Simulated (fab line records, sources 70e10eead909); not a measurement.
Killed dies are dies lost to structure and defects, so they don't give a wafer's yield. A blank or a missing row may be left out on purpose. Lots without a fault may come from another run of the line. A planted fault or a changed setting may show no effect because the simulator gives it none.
Chamber matching | flow nand_harc | NHARC_A_DECK1_JOINT_CMP_13 on cmp-01: 4 sister chambers
The step polishes, target thk 51.023 nm. 4 wafers are shown with their chamber, then 7 later ones without.

WAFERS WITH THEIR CHAMBER
wafer  | chamber | time_to_endpoint_s (s)
L085.2 | 1       | 10.0
L085.6 | 2       | 5.3
L087.3 | 0       | 13.6
L087.4 | 3       | 11.3

WAFERS WITHOUT THEIR CHAMBER
wafer  | time_to_endpoint_s (s)
L087.6 | 11.0
L094.3 | 9.1
L094.5 | 9.2
L094.6 | 8.7
L095.2 | 11.4
L095.4 | 9.8
L095.6 | 12.5

WHICH CHAMBER EACH WENT THROUGH
wafer  | from the rows above          | in truth
L087.6 | can't be placed: 3 or 1      | 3
L094.3 | can't be placed: 1 or 3      | 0
L094.5 | can't be placed: 1 or 3      | 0
L094.6 | can't be placed: 1 or 3      | 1
L095.2 | can't be placed: 3 or 1      | 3
L095.4 | can't be placed: 1 or 3      | 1
L095.6 | can't be placed: 0 or 3 or 1 | 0
Placed correctly: 0 of 7. Can't be placed from these rows: 7 (the true chamber is among the candidates in 5). Placed wrongly: 0.
How it was worked out, from the rows above alone: a wafer's distance from a chamber is the root of the sum, over the readings, of the square of ((its reading less the chamber's mean) divided by the reading's scatter). The wafer belongs to the nearest chamber; if the next one is less than 2 further off, it can't be placed. A chamber's mean is the mean of its shown wafers. The scatter: with one shown wafer a chamber, the root of the mean of the squares of how far each hidden wafer lies from its nearest shown one.
